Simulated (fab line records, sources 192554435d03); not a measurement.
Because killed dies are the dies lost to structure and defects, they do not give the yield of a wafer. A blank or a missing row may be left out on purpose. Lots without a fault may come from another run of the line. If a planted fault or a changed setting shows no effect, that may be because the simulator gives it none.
Split-lot experiment :: flow n5-finfet :: 21 wafers read across 7 lots, on a route 1938 steps long

== ABOUT THE SPLIT ==
At N5_BEOL_M6_TRENCH_ETCH_37 (etches SiCOH lowk in C4F6/O2, target depth 94.435 nm, time 31.5 s), the setting time-s was moved away from the recipe's 31.5 s on 6 of the 21 wafers read, by -22.0% to +18.6%. The other wafers ran this setting at the recipe's value.

== FROM THE SPLIT TO THE READING: what the file shows between them, 11 steps ==
- N5_BEOL_M6_ETCH_41: etches SiCN in CH3F/O2, target depth 29.7 nm, time 52 s
- N5_BEOL_M6_STRIP_80: strips in N2/H2, time 10 s
- N5_BEOL_M6_OCD_MEAS_38
- N5_BEOL_M6_HM_STRIP_39: strips TiN in peroxide tin strip, target depth 25 nm, time 158 s
- N5_BEOL_M6_SRD_40: time 30 s
- N5_BEOL_M6_ECD_50: material Cu, target thk 300 nm
- N5_BEOL_M6_ANNEAL_51: time 90 s
- N5_BEOL_M6_CMP_52: polishes, stops on SiCOH lowk, t overpolish 6.9 s, target thk 80 nm
- N5_BEOL_M6_THK_MEAS_53: measures by xrf
- N5_BEOL_M6_PRE_CLEAN_55: time 15 s
- N5_BEOL_M6_DEP_56: deposits SiCN from 3MS/NH3, target thk 10 nm, time 17.5 s

== THE READING ==
M6_RS, in ohm/sq, at N5_BEOL_M6_RS_MEAS_57 (measures by four-point-probe). A value of 0.292 ohm/sq with a standard deviation of 0.012 ohm/sq is what fault-free wafers of this fab line usually give.

wafer: L081.1
tool, chamber at the split: rie-diel-06, 0
time-s as run, s: 31.5
against the recipe: recipe
M6_RS, ohm/sq: 0.301
against lot-mates on the recipe: -

wafer: L081.5
tool, chamber at the split: rie-diel-06, 0
time-s as run, s: 31.5
against the recipe: recipe
M6_RS, ohm/sq: 0.301
against lot-mates on the recipe: -

wafer: L081.6
tool, chamber at the split: rie-diel-06, 1
time-s as run, s: 33.44
against the recipe: +6.2%
M6_RS, ohm/sq: 0.282
against lot-mates on the recipe: -0.019

wafer: L079.1
tool, chamber at the split: rie-diel-06, 1
time-s as run, s: 31.5
against the recipe: recipe
M6_RS, ohm/sq: 0.323
against lot-mates on the recipe: -

wafer: L079.3
tool, chamber at the split: rie-diel-06, 2
time-s as run, s: 31.5
against the recipe: recipe
M6_RS, ohm/sq: 0.308
against lot-mates on the recipe: -

wafer: L079.4
tool, chamber at the split: rie-diel-06, 3
time-s as run, s: 31.5
against the recipe: recipe
M6_RS, ohm/sq: 0.295
against lot-mates on the recipe: -

wafer: L080.2
tool, chamber at the split: rie-diel-04, 0
time-s as run, s: 31.5
against the recipe: recipe
M6_RS, ohm/sq: 0.289
against lot-mates on the recipe: -

wafer: L080.5
tool, chamber at the split: rie-diel-04, 2
time-s as run, s: 37.35
against the recipe: +18.6%
M6_RS, ohm/sq: 0.228
against lot-mates on the recipe: -0.061

wafer: L080.6
tool, chamber at the split: rie-diel-04, 3
time-s as run, s: 37.35
against the recipe: +18.6%
M6_RS, ohm/sq: 0.218
against lot-mates on the recipe: -0.071

wafer: L077.3
tool, chamber at the split: rie-diel-06, 1
time-s as run, s: 31.5
against the recipe: recipe
M6_RS, ohm/sq: 0.302
against lot-mates on the recipe: -

wafer: L077.5
tool, chamber at the split: rie-diel-06, 0
time-s as run, s: 31.5
against the recipe: recipe
M6_RS, ohm/sq: 0.291
against lot-mates on the recipe: -

wafer: L077.6
tool, chamber at the split: rie-diel-06, 1
time-s as run, s: 31.5
against the recipe: recipe
M6_RS, ohm/sq: 0.307
against lot-mates on the recipe: -

wafer: L085.1
tool, chamber at the split: rie-diel-06, 1
time-s as run, s: 31.5
against the recipe: recipe
M6_RS, ohm/sq: 0.318
against lot-mates on the recipe: -

wafer: L085.2
tool, chamber at the split: rie-diel-06, 3
time-s as run, s: 31.5
against the recipe: recipe
M6_RS, ohm/sq: 0.302
against lot-mates on the recipe: -

wafer: L085.5
tool, chamber at the split: rie-diel-06, 0
time-s as run, s: 31.5
against the recipe: recipe
M6_RS, ohm/sq: 0.297
against lot-mates on the recipe: -

wafer: L086.1
tool, chamber at the split: rie-diel-02, 2
time-s as run, s: 31.5
against the recipe: recipe
M6_RS, ohm/sq: 0.277
against lot-mates on the recipe: -

wafer: L086.5
tool, chamber at the split: rie-diel-02, 3
time-s as run, s: 31.5
against the recipe: recipe
M6_RS, ohm/sq: 0.280
against lot-mates on the recipe: -

wafer: L086.6
tool, chamber at the split: rie-diel-02, 2
time-s as run, s: 31.5
against the recipe: recipe
M6_RS, ohm/sq: 0.280
against lot-mates on the recipe: -

wafer: L088.1
tool, chamber at the split: rie-diel-06, 1
time-s as run, s: 24.58
against the recipe: -22.0%
M6_RS, ohm/sq: 0.422
against lot-mates on the recipe: no lot-mate on the recipe

wafer: L088.2
tool, chamber at the split: rie-diel-06, 3
time-s as run, s: 24.58
against the recipe: -22.0%
M6_RS, ohm/sq: 0.398
against lot-mates on the recipe: no lot-mate on the recipe

wafer: L088.5
tool, chamber at the split: rie-diel-06, 3
time-s as run, s: 24.58
against the recipe: -22.0%
M6_RS, ohm/sq: 0.415
against lot-mates on the recipe: no lot-mate on the recipe

THE FIT
A straight line over all 21 wafers: M6_RS changes by -0.00474 ohm/sq for each +1% of time-s; r = -0.97; the points scatter about the line by 0.013 ohm/sq.
The same after taking each lot's own level away (the mean of its wafers on the recipe; 18 wafers): -0.00354 ohm/sq for each +1%; r = -0.95; scatter 0.0072 ohm/sq.
The reading moves by 0.078 ohm/sq for the largest change in time-s, on that fit.
Across the lots, their own levels run from 0.2790 to 0.3087 ohm/sq, a range of 2.5 times the standard deviation given above.
So the lot-to-lot level changes the slope: the two fits differ.
Check: -0.0697 ohm/sq against its lot-mates is what the line predicts for one of the wafers moved furthest among these (+18.6%) when that wafer is left out of the fit. Against them it came out at -0.061 ohm/sq.

== THE WHOLE CHAIN: every reading that the file lists as answering this split, in the file's order ==
step: N5_BEOL_M6_TRENCH_ETCH_37
what it does: etches SiCOH lowk in C4F6/O2, target depth 94.435 nm, time 31.5 s
reading: etch.depth-nm (the simulator's own value, which no gauge read)
change (the file's fit): +1.1 nm for each +1% of the setting
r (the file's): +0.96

step: N5_BEOL_M6_TRENCH_ETCH_37
what it does: etches SiCOH lowk in C4F6/O2, target depth 94.435 nm, time 31.5 s
reading: BEOL_M6.feature-depth-nm (the simulator's own value, which no gauge read)
change (the file's fit): +1.1 nm for each +1% of the setting
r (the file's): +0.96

step: N5_BEOL_M6_OCD_MEAS_38
what it does: 
reading: trench-depth-nm
change (the file's fit): +1.07 nm for each +1% of the setting
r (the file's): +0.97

step: N5_BEOL_M6_CMP_52
what it does: polishes, stops on SiCOH lowk, t overpolish 6.9 s, target thk 80 nm
reading: Cu_of_BEOL_M6_ECD_50.thk-nm (the simulator's own value, which no gauge read)
change (the file's fit): +1.05 nm for each +1% of the setting
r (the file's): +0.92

step: N5_BEOL_M6_THK_MEAS_53
what it does: measures by xrf
reading: M6_THK
change (the file's fit): +1.06 for each +1% of the setting
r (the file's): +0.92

step: N5_BEOL_M6_RS_MEAS_57
what it does: measures by four-point-probe
reading: M6_RS
change (the file's fit): -0.00351 for each +1% of the setting
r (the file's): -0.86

== THE FILE'S OWN FIT ==
M6_RS changes by -0.00351 ohm/sq for each +1% of time-s, r = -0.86.
